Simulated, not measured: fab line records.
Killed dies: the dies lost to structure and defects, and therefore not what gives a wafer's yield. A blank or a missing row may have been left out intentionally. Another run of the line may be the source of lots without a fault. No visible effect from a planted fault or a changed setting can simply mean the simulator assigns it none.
Which tool was responsible? | flow n5 finfet | 33 wafers from 11 lots sampled at 4 of the route's 1938 steps

== WHAT EACH GAUGE READ, for each wafer ==
N5_PASSIVATION_CD_MEAS_30: the cd target is 4000 nm.
lot  | measured     | on        | cd nm (nm)
L304 | day 12 21:52 | cd sem-02 | 4001.2 4005.5 4003.2
L305 | day 13 01:19 | cd sem-01 | 3999.3 3997.0 4000.1
L308 | day 15 00:41 | cd sem-01 | 4000.7 4000.1 3998.3
L307 | day 15 08:41 | cd sem-03 | 4000.5 3999.5 3997.4
L309 | day 16 06:49 | cd sem-03 | 3999.9 3999.1 4001.7
L310 | day 16 06:06 | cd sem-03 | 3996.9 3998.3 3998.2
L314 | day 17 17:37 | cd sem-03 | 4000.5 4003.1 4000.3
L306 | day 18 04:43 | cd sem-01 | 4000.1 4004.3 4001.9
L320 | day 18 11:32 | cd sem-03 | 3999.1 3998.7 3998.9
L318 | day 19 12:12 | cd sem-02 | 3998.8 3997.8 3998.2
L323 | day 19 21:52 | cd sem-01 | 4002.5 3999.5 4000.2

N5_PASSIVATION_OVL_MEAS_66.
lot  | measured     | on         | PASS_OPEN_OVL (nm)
L304 | day 12 23:45 | overlay-01 | -3 1 0
L305 | day 13 03:13 | overlay-02 | 5 5 5
L308 | day 15 02:28 | overlay-01 | -7 4 2
L307 | day 15 10:27 | overlay-02 | 4 -3 7
L309 | day 16 08:51 | overlay-02 | 8 -4 -5
L310 | day 16 08:14 | overlay-01 | 5 10 -1
L314 | day 17 19:34 | overlay-01 | -3 4 3
L306 | day 18 06:55 | overlay-02 | 12 7 13
L320 | day 18 13:19 | overlay-01 | 0 -1 1
L318 | day 19 13:58 | overlay-01 | 5 -1 5
L323 | day 19 23:52 | overlay-02 | -2 -1 0

== WHAT TOOL EACH LOT RAN ON (gives the tool, then ch and the chambers of the sampled wafers, and finally the start) ==
lot  | N5_BEOL_M4_TRENCH_ETCH_37          | N5_MIM_BOT_LITHO_DESCUM_10
L304 | rie diel-01 ch 0,1,2, day 8 20:49  | rie diel-03 ch 0,1,2, day 12 19:01
L305 | rie diel-03 ch 0,2,3, day 9 01:36  | rie diel-01 ch 0,2,3, day 12 19:26
L308 | rie diel-01 ch 0,1,2, day 10 19:41 | rie diel-05 ch 0,3, day 14 21:28
L307 | rie diel-01 ch 0,1,3, day 10 22:22 | rie diel-01 ch 0,1,3, day 15 01:37
L309 | rie diel-03 ch 1,2, day 11 18:42   | rie diel-03 ch 1,2, day 16 03:20
L310 | rie diel-01 ch 0,1,3, day 11 19:13 | rie diel-03 ch 0,1,2, day 16 02:25
L314 | rie diel-01 ch 1,2,3, day 12 23:36 | rie diel-03 ch 0,1,2, day 17 12:04
L306 | rie diel-05 ch 0,3, day 13 14:28   | rie diel-05 ch 0,1,3, day 17 22:50
L320 | rie diel-03 ch 1,2,3, day 13 21:58 | rie diel-03 ch 0,3, day 18 05:37
L318 | rie diel-05 ch 2,3, day 14 17:44   | rie diel-03 ch 0,1,3, day 19 07:42
L323 | rie diel-05 ch 1,3, day 14 23:36   | rie diel-03 ch 0,1,2, day 19 16:07
- N5_BEOL_M4_TRENCH_ETCH_37: etches SiOC in C4F6/O2, target depth 55.555 nm, time 29.2 s.
- N5_MIM_BOT_LITHO_DESCUM_10: chemistry O2, time 7.9 s.

== AS READ BY THE TOOLS THEMSELVES (means over the sampled wafers that have a number; for cases with no such wafer, the mark the record gives instead) ==
N5_BEOL_M4_TRENCH_ETCH_37.
lot  | tool        | drypump motor current A (A) | oes product au (a.u.) | rf vpp V (V) | showerhead plenum p Torr (Torr) | throttle valve pct (%)
L304 | rie diel-01 | 6.0                         | 0.77                  | 659          | 2.82                            | 20.80
L305 | rie diel-03 | 6.1                         | 0.79                  | 663          | 2.87                            | 21.16
L308 | rie diel-01 | 6.0                         | 0.75                  | 658          | 2.81                            | 20.83
L307 | rie diel-01 | 5.9                         | 0.77                  | 652          | 2.70                            | 20.70
L309 | rie diel-03 | 6.6                         | 0.82                  | 646          | 2.89                            | 20.97
L310 | rie diel-01 | 5.9                         | 0.76                  | 651          | 2.70                            | 20.70
L314 | rie diel-01 | 5.7                         | 0.74                  | 663          | 2.76                            | 20.72
L306 | rie diel-05 | 5.4                         | 0.82                  | 654          | 2.87                            | 20.83
L320 | rie diel-03 | 6.3                         | 0.84                  | 658          | 2.89                            | 20.96
L318 | rie diel-05 | 5.6                         | 0.81                  | 661          | 2.83                            | 20.72
L323 | rie diel-05 | 5.8                         | 0.85                  | 661          | 2.79                            | 20.65

N5_MIM_BOT_LITHO_DESCUM_10.
lot  | tool        | drypump motor current A (A) | oes product au (a.u.) | rf vpp V (V) | showerhead plenum p Torr (Torr) | throttle valve pct (%)
L304 | rie diel-03 | 6.4                         | 0.81                  | 242.7        | 2.08                            | 20.41
L305 | rie diel-01 | 5.6                         | 0.72                  | 241.7        | 2.02                            | 20.46
L308 | rie diel-05 | 5.4                         | 0.81                  | 243.0        | 2.07                            | 20.19
L307 | rie diel-01 | 5.9                         | 0.74                  | 241.3        | 1.97                            | 20.36
L309 | rie diel-03 | 6.6                         | 0.79                  | 244.3        | 2.11                            | 20.36
L310 | rie diel-03 | 6.4                         | 0.78                  | 243.1        | 2.07                            | 20.44
L314 | rie diel-03 | 6.4                         | 0.77                  | 243.2        | 2.07                            | 20.47
L306 | rie diel-05 | 5.7                         | 0.81                  | 242.5        | 2.04                            | 20.24
L320 | rie diel-03 | 5.9                         | 0.80                  | 242.1        | 2.04                            | 20.54
L318 | rie diel-03 | 6.0                         | 0.79                  | 243.4        | 2.07                            | 20.50
L323 | rie diel-03 | 6.4                         | 0.77                  | 243.1        | 2.06                            | 20.49

== THE ANSWER, worked out from the rows above alone ==
Rule: usual is defined by the lots themselves. The widest of any qualifying gaps counts: lots, ordered by their means at a reading, are off when they make up no more than a third of the lots, leave a main group of 4 or more, and stand apart from it by 3 or more times the standard deviation of that group's means. If all means in a main group match to the digits the tables above print for the reading, that group is not used. A lot without any number at a reading at which 4 lots or more have one is off too. Where the step has rows for the other lots, those lots are counted as sound. After the gauges, taken in route order, come the tools' own readings; for these a lot's mean is taken, as printed above. The first step at which some lot is off is used, and at that step the reading that is off furthest; a lot without a number counts as furthest.
No lot is off at any reading shown: from this, nothing can be told.

== WHAT THE SIMULATOR HAD INSERTED ==
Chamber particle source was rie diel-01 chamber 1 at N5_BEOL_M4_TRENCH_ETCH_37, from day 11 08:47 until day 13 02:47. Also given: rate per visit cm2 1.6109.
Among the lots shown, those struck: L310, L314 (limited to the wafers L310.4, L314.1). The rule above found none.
